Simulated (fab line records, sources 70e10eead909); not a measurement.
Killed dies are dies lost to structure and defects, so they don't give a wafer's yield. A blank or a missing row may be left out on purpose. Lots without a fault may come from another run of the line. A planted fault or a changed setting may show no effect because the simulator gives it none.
Chamber matching | flow nand_harc | NHARC_A_STAIRCASE_ETCH_292 on rie_diel-08: 4 sister chambers
The step etches the open film in CF4/CHF3. 18 wafers are shown with their chamber, then 9 later ones without.

WAFERS WITH THEIR CHAMBER
wafer  | chamber | showerhead_plenum_p_Torr (Torr) | drypump_motor_current_A (A) | rf_vpp_V (V)
L076.1 | 1       | 1.56                            | 5.5                         | 369.2
L076.5 | 3       | 1.48                            | 5.5                         | 367.2
L076.6 | 1       | 1.56                            | 5.5                         | 370.4
L078.1 | 2       | 1.51                            | 6.0                         | 367.9
L078.2 | 3       | 1.48                            | 5.5                         | 367.3
L078.4 | 0       | 1.48                            | 5.8                         | 368.4
L081.1 | 3       | 1.48                            | 5.6                         | 367.3
L081.2 | 2       | 1.51                            | 6.0                         | 367.6
L081.6 | 2       | 1.51                            | 6.0                         | 369.0
L082.2 | 1       | 1.55                            | 5.5                         | 370.3
L082.3 | 3       | 1.48                            | 5.5                         | 367.1
L082.6 | 3       | 1.48                            | 5.5                         | 367.2
L084.1 | 3       | 1.48                            | 5.5                         | 367.4
L084.2 | 0       | 1.48                            | 5.8                         | 368.4
L084.5 | 2       | 1.51                            | 6.0                         | 369.9
L086.1 | 2       | 1.51                            | 6.0                         | 369.0
L086.5 | 0       | 1.48                            | 5.8                         | 367.4
L086.6 | 3       | 1.48                            | 5.5                         | 366.8

SIGNATURES (means of the wafers above)
reading                  | chamber 0 | chamber 1 | chamber 2 | chamber 3 | scatter within a chamber
showerhead_plenum_p_Torr | 1.4800    | 1.5567    | 1.5100    | 1.4800    | 0.00218
drypump_motor_current_A  | 5.800     | 5.500     | 6.000     | 5.514     | 0.0247
rf_vpp_V                 | 368.067   | 369.967   | 368.680   | 367.186   | 0.612
Rule: a wafer's distance from a chamber is the root of the sum, over the readings, of the square of ((its reading less the chamber's mean) divided by the reading's scatter). The wafer belongs to the nearest chamber; if the next one is less than 2 further off, it can't be placed. The scatter: the root of (the sum of the squares of (reading less its chamber's mean) over the shown wafers, divided by (wafers less chambers)).

WAFERS WITHOUT THEIR CHAMBER
wafer  | showerhead_plenum_p_Torr (Torr) | drypump_motor_current_A (A) | rf_vpp_V (V)
L088.2 | 1.48                            | 5.5                         | 366.7
L088.3 | 1.55                            | 5.5                         | 369.8
L088.6 | 1.55                            | 5.5                         | 369.8
L087.1 | 1.48                            | 5.7                         | 367.0
L087.3 | 1.48                            | 5.5                         | 367.1
L087.4 | 1.55                            | 5.5                         | 368.5
L090.4 | 1.48                            | 5.8                         | 369.1
L090.5 | 1.48                            | 5.5                         | 366.7
L090.6 | 1.50                            | 6.0                         | 368.1

WHICH CHAMBER EACH WENT THROUGH
wafer  | from the rows above | in truth
L088.2 | 3                   | 3
L088.3 | 1                   | 1
L088.6 | 1                   | 1
L087.1 | 0                   | 0
L087.3 | 3                   | 3
L087.4 | 1                   | 1
L090.4 | 0                   | 0
L090.5 | 3                   | 3
L090.6 | 2                   | 2
Placed correctly: 9 of 9. Can't be placed from these rows: 0. Placed wrongly: 0.
